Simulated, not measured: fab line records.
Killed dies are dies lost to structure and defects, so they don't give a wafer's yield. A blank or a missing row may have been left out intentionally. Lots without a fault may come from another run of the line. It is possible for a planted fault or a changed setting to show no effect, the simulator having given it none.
One fault seen from 2 desks -- flow nand-harc -- numbers are kept per desk, each desk with only its own; the story behind them comes last

## FOR THE TOOL OWNER'S DESK: ald-hk-04
The tool's own readings at NHARC_A_STAIRCASE_ALD_420 (deposits SiO2, target thk 20 nm, pulse time 6 s, ald cycles 200): means of the sampled wafers that have a number, for each lot that ran on this tool. A lot is out of limits, marked OUT, if its mean lies more than 4 standard deviations from the usual mean; the brackets give that distance.
Columns: A = heater-power-w at NHARC_A_STAIRCASE_ALD_420, usual 449 W; B = precursor-pulse-height-rel at NHARC_A_STAIRCASE_ALD_420, usual 0.999
lot,first seen here,A,B
L427,day 18 02:29,456,0.999
L432,day 20 03:11,449,1.021
L434,day 20 10:42,465,1.008
L436,day 21 14:04,478,1.001
L440,day 22 07:08,431,0.997
L446,day 25 14:47,487,1.011
L447,day 25 19:18,454,1.005
Finding of this desk: none of the 7 lots has anything out of limits.

## THE METROLOGY DESK
What the gauges read for every lot (on any tool): the sampled wafers with a number, averaged. A lot is out of limits, marked OUT, if its mean lies more than 4 standard deviations from the usual mean; the brackets give that distance.
Columns: A = thk-nm at NHARC_THIN_TSV_THK_MEAS_02, usual 2982 nm
lot,first seen here,A
L428,day 24 04:37,3052
L427,day 24 12:03,2949
L430,day 24 13:14,2762
L429,day 24 14:26,2979
L432,day 26 09:47,2641
L433,day 26 20:40,2949
L434,day 27 00:54,3199
L435,day 27 18:49,3242
L436,day 27 20:03,2937
L440,day 28 14:24,2923
L447,day 32 01:29,3187
L446,day 32 10:43,3423
L448,day 32 22:42,2696
Finding of this desk: none of the 13 lots has anything out of limits.

## PUT TOGETHER
Nothing out of limits was seen by the tool owner's desk.
Metrology desk: nothing out of limits seen.

## WHAT THE SIMULATOR HAD INSERTED
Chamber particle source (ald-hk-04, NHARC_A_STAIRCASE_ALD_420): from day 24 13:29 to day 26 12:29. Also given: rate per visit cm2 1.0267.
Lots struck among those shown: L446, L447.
